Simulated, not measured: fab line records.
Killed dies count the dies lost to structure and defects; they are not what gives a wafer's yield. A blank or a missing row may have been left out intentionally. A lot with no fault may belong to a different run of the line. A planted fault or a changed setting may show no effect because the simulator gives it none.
Chamber matching | flow n5 finfet | N5_BEOL_M7_ALD_77 on ald metal-03: 4 sister chambers
The step deposits TaN, target thk 2 nm, pulse time 2 s, purge time 3 s. 4 wafers are shown with their chamber, then 11 later ones without.

## WAFERS PAIRED WITH THEIR CHAMBERS
wafer  | chamber | heater power w (W)
L081.3 | 0       | 367
L081.4 | 2       | 447
L084.6 | 3       | 367
L086.1 | 1       | 445

## WAFERS WITHOUT THEIR CHAMBER
wafer  | heater power w (W)
L086.3 | 354
L086.4 | 364
L092.1 | 449
L092.2 | 361
L092.3 | 431
L095.1 | 357
L095.3 | 359
L095.6 | 360
L097.1 | 353
L097.3 | 454
L097.6 | 359

## THE CHAMBER EACH PASSED THROUGH
wafer  | from the rows above     | in truth
L086.3 | can't be placed: 0 or 3 | 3
L086.4 | can't be placed: 0 or 3 | 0
L092.1 | can't be placed: 2 or 1 | 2
L092.2 | can't be placed: 0 or 3 | 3
L092.3 | can't be placed: 1 or 2 | 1
L095.1 | can't be placed: 0 or 3 | 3
L095.3 | can't be placed: 0 or 3 | 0
L095.6 | can't be placed: 0 or 3 | 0
L097.1 | can't be placed: 0 or 3 | 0
L097.3 | can't be placed: 2 or 1 | 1
L097.6 | can't be placed: 0 or 3 | 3
0 of 11 placed correctly. These rows do not allow placing 11 (true chamber among the candidates in 11). Number placed wrongly: 0.
How it was worked out, from the rows above alone: a wafer's distance from a chamber is the root of the sum, over the readings, of the square of ((its reading less the chamber's mean) divided by the reading's scatter). If the next closest chamber is less than 2 further off than the closest, the wafer can't be placed; otherwise it belongs to the closest. A chamber's mean is the mean of its shown wafers. The scatter (one wafer shown for each chamber): square how far every hidden wafer sits from the nearest shown wafer, average those squares and take the square root.
